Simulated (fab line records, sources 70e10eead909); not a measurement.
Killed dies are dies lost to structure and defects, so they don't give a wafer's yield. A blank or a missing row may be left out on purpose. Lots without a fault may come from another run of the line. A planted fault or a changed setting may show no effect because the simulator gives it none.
One fault seen from 2 desks | flow nand_harc | each desk has only its own numbers; what lay behind them comes last

THE TOOL OWNER'S DESK: arfi_scanner-01
The tool's own readings at NHARC_A_CHANNEL_HOLE_D1_EXPOSE_07 (exposes mask HOLE D1, target cd 100 nm): means of the sampled wafers that have a number, for each lot that ran on this tool. A lot is out of limits, marked OUT, if its mean lies more than 4 standard deviations from the usual mean; the brackets give that distance.
Columns: A = exposure_dose_mJ_cm2 at NHARC_A_CHANNEL_HOLE_D1_EXPOSE_07, usual 59.65; B = reticle_temp_C at NHARC_A_CHANNEL_HOLE_D1_EXPOSE_07, usual 22.97 C
lot  | first seen here | A               | B
L992 | day 7 15:27     | 59.65           | 22.93
L993 | day 8 15:29     | 59.63           | 23.01
L994 | day 9 03:17     | 59.61           | 23.07
L997 | day 9 14:11     | 54.46 (-88) OUT | 22.91
L103 | day 10 23:20    | 55.52 (-70) OUT | 22.95
L104 | day 11 07:36    | 56.37 (-56) OUT | 23.19
This desk's finding: out of limits on L103, L104, L997; first on L997, day 9 14:11 (exposure_dose_mJ_cm2 at NHARC_A_CHANNEL_HOLE_D1_EXPOSE_07). In limits: L992, L993, L994.

THE METROLOGY DESK
What the gauges read, lot by lot, whatever tool the lot ran on: means of the sampled wafers that have a number. A lot is out of limits, marked OUT, if its mean lies more than 4 standard deviations from the usual mean; the brackets give that distance.
Columns: A = thk_nm at NHARC_A_ONON_D1_THK_MEAS_27, usual 1000 nm; B = cd_nm at NHARC_A_CHANNEL_HOLE_D1_CD_MEAS_10, usual 100.2 nm; C = overlay_x_nm at NHARC_A_CHANNEL_HOLE_D1_OVL_MEAS_11, usual -0.1 nm; D = overlay_y_nm at NHARC_A_CHANNEL_HOLE_D1_OVL_MEAS_11, usual -0.1 nm
lot  | first seen here | A    | B               | C    | D
L992 | day 7 11:47     | 1013 | 99.5            | -0.3 | -0.3
L993 | day 8 08:35     | 982  | 99.1            | 0.1  | -0.2
L996 | day 8 22:23     | 1001 | 100.4           | -0.5 | 1.7
L994 | day 8 22:44     | 992  | 99.7            | 0.7  | -0.4
L997 | day 9 10:37     | 1006 | 96.2 (-5.9) OUT | 0.2  | -0.7
L103 | day 10 16:37    | 995  | 97.6            | -0.7 | -0.6
L104 | day 11 02:07    | 1010 | 98.1            | -1.1 | -0.7
L105 | day 11 02:08    | 987  | 99.9            | 1.0  | 1.2
L110 | day 12 11:22    | 984  | 99.9            | -0.1 | 0.2
L111 | day 12 18:34    | 1000 | 99.9            | 0.1  | 0.9
L113 | day 13 12:34    | 1007 | 100.7           | 1.2  | 0.8
L114 | day 13 12:54    | 1000 | 101.2           | 0.1  | 0.7
This desk's finding: out of limits on L997; first on L997, day 9 14:19 (cd_nm at NHARC_A_CHANNEL_HOLE_D1_CD_MEAS_10). In limits: L992, L993, L996, L994, L103, L104, L105, L110, L111, L113, L114.

PUT TOGETHER
The tool owner's desk could have raised an alarm at day 9 14:11, on L103, L104, L997.
The metrology desk could have raised an alarm at day 9 14:19, on L997.
The metrology desk has L103, L104 on record, within its limits.
Of the lots named, all ran NHARC_A_CHANNEL_HOLE_D1_EXPOSE_07 on arfi_scanner-01.

WHAT THE SIMULATOR HAD PUT IN
Process parameter drift: arfi_scanner-01, from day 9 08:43 on, at NHARC_A_CHANNEL_HOLE_D1_EXPOSE_07. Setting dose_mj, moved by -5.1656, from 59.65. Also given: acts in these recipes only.
Lots struck among those shown: L103, L104, L997.
Hours from the fault's start to each desk's first reading out of limits: the tool owner's desk, 5; the metrology desk, 6.
